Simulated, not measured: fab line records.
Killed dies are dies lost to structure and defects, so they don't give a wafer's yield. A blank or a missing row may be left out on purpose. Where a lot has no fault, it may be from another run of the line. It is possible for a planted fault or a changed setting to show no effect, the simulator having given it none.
8D (eight disciplines) problem report, filled in by code | flow n5_finfet | the parts of the form that need people (team, actions taken, sign-off) are left out

1. PROBLEM STATEMENT
Mean of run_length_s at N5_BEOL_M9_COAT_75: 61.60 s across 3 wafers in 2 lots; on wafers with no fault it is 66.18 s (standard deviation 0.22). Measured from the usual mean, that is -21 standard deviations.
The step: time 60 s, resist thk 5 nm.
The first sign was on wafer L183.1 at day 12 22:01, on litho_track-04. At this step, 33 wafers from 11 lots have a number in the record. The rule behind "out" and "out of limits": a value lying over 4 standard deviations away from the usual mean. Any other wafer with a number is counted as sound.

2. WHAT IT IS AND WHAT IT IS NOT
question                    | is                                 | is not
which readings at this step | run_length_s, heater_power_total_W | -
which lots                  | L183, L187                         | L174, L175, L177, L178, L189, L191, L194, L196, L197
which wafers of those lots  | L183.1, L187.1, L187.5             | L183.3, L183.4, L187.4
read on which tools         | litho_track-04                     | litho_track-03, litho_track-05
when                        | from day 12 22:01                  | up to then (14 sound wafers); but 16 sound wafers of L187, L189, L191, L194, L196, L197 came after

3. THE SUSPECTS, EACH WITH WHAT RULES IT OUT
Counting: any tool at a process step up to the reading remains a suspect provided it ran every lot that is out. Sound lots after the first of them don't rule it out here, since some wafers of a struck lot are sound.
- litho_track-04 at N5_BEOL_M9_COAT_75 (time 60 s, resist thk 5 nm): kept. It processed each lot that is out (first: L183, day 12 22:01); up to then, its last sound lot is L178 (day 11 11:09). On those wafers its own readings are out: heater_power_total_W, run_length_s.
Remaining after the count: litho_track-04 at N5_BEOL_M9_COAT_75.

4. THE CAUSE (what the simulator had put in)
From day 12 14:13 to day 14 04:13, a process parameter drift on litho_track-04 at N5_BEOL_M9_COAT_75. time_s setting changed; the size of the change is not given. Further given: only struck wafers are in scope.
The count eliminated every tool but this one.

5. SEQUENCE OF EFFECTS, ordered by route
Each row: a reading where the mean over the struck wafers with a number is more than 3 standard deviations away from the usual. Readings are gone through only where the record gives a usual standard deviation; hours: the median, over the lots, of the time from a lot's start at the first step in this table giving one to that lot's start at this step; sigmas: the change measured in usual standard deviations.
hours | step               | reading              | usual   | on struck wafers | change | sigmas
0     | N5_BEOL_M9_COAT_75 | heater_power_total_W | 391.8 W | 409.5            | +17.7  | +14
0     | N5_BEOL_M9_COAT_75 | run_length_s         | 66.18 s | 61.60            | -4.58  | -21
Here are the process steps it includes:
- N5_BEOL_M9_COAT_75: time 60 s, resist thk 5 nm.
Readings that are blank on the struck wafers while sound wafers have them: plate_temp_C at N5_BEOL_M9_COAT_75.
At these later measuring or inspecting steps, every struck wafer for which the step has a row has a number for every such reading, and none has moved that far: N5_BEOL_M9_INSPECT_30.

6. HOW IT WOULD HAVE BEEN CAUGHT EARLIER
In this record no reading fell out of limits until day 12 22:01, 8 hours after the fault had begun at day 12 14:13.
